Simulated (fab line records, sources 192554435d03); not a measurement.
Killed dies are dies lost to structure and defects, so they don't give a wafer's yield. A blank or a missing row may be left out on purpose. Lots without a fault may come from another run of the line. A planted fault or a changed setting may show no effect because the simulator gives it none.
Chamber matching | flow n5_finfet | N5_BEOL_M6_ILD_DEP_00 on pecvd-03: 3 sister chambers
The step deposits SiCOH lowk from DEMS/porogen, target thk 179.75 nm, time 33.4 s. 24 wafers are shown with their chamber, then 12 later ones without.

WAFERS WITH THEIR CHAMBER
wafer  | chamber | throttle_valve_pct (%) | showerhead_plenum_p_Torr (Torr) | heater_power_w (W)
L076.1 | 1       | 14.0                   | 5.729                           | 242
L076.3 | 0       | 15.4                   | 5.759                           | 258
L076.5 | 0       | 15.5                   | 5.762                           | 276
L077.1 | 1       | 13.8                   | 5.737                           | 273
L077.5 | 0       | 15.2                   | 5.756                           | 285
L077.6 | 2       | 12.8                   | 5.744                           | 283
L083.1 | 0       | 15.3                   | 5.761                           | 327
L083.2 | 2       | 12.7                   | 5.748                           | 288
L083.5 | 0       | 15.4                   | 5.756                           | 331
L080.1 | 1       | 13.9                   | 5.727                           | 306
L080.2 | 2       | 12.5                   | 5.741                           | 281
L080.5 | 0       | 15.4                   | 5.748                           | 302
L087.3 | 2       | 12.6                   | 5.741                           | 269
L087.5 | 0       | 15.5                   | 5.753                           | 312
L087.6 | 1       | 13.9                   | 5.761                           | 242
L090.1 | 1       | 13.7                   | 5.740                           | 287
L090.4 | 2       | 12.6                   | 5.739                           | 274
L090.5 | 1       | 14.2                   | 5.735                           | 298
L088.1 | 0       | 15.4                   | 5.756                           | 315
L088.2 | 1       | 13.7                   | 5.736                           | 246
L088.3 | 2       | 12.6                   | 5.746                           | 249
L091.1 | 0       | 15.4                   | 5.759                           | 309
L091.4 | 0       | 15.7                   | 5.748                           | 313
L091.5 | 0       | 15.2                   | 5.751                           | 322

SIGNATURES (means of the wafers above)
reading                  | chamber 0 | chamber 1 | chamber 2 | scatter within a chamber
throttle_valve_pct       | 15.400    | 13.886    | 12.633    | 0.145
showerhead_plenum_p_Torr | 5.75536   | 5.73786   | 5.74317   | 0.00705
heater_power_w           | 304.55    | 270.57    | 274.00    | 22.5
Rule: a wafer's distance from a chamber is the root of the sum, over the readings, of the square of ((its reading less the chamber's mean) divided by the reading's scatter). The wafer belongs to the nearest chamber; if the next one is less than 2 further off, it can't be placed. The scatter: the root of (the sum of the squares of (reading less its chamber's mean) over the shown wafers, divided by (wafers less chambers)).

WAFERS WITHOUT THEIR CHAMBER
wafer  | throttle_valve_pct (%) | showerhead_plenum_p_Torr (Torr) | heater_power_w (W)
L092.1 | 15.3                   | 5.757                           | 320
L092.4 | 13.7                   | 5.748                           | 287
L092.5 | 15.4                   | 5.752                           | 325
L096.1 | 13.8                   | 5.739                           | 305
L096.3 | 12.7                   | 5.740                           | 277
L096.5 | 15.2                   | 5.753                           | 271
L094.1 | 15.5                   | 5.756                           | 325
L094.5 | 15.2                   | 5.753                           | 327
L094.6 | 13.9                   | 5.743                           | 268
L095.3 | 14.0                   | 5.746                           | 313
L095.5 | 12.5                   | 5.735                           | 299
L095.6 | 13.9                   | 5.740                           | 234

WHICH CHAMBER EACH WENT THROUGH
wafer  | from the rows above | in truth
L092.1 | 0                   | 0
L092.4 | 1                   | 1
L092.5 | 0                   | 0
L096.1 | 1                   | 1
L096.3 | 2                   | 2
L096.5 | 0                   | 0
L094.1 | 0                   | 0
L094.5 | 0                   | 0
L094.6 | 1                   | 1
L095.3 | 1                   | 1
L095.5 | 2                   | 2
L095.6 | 1                   | 1
Placed correctly: 12 of 12. Can't be placed from these rows: 0. Placed wrongly: 0.
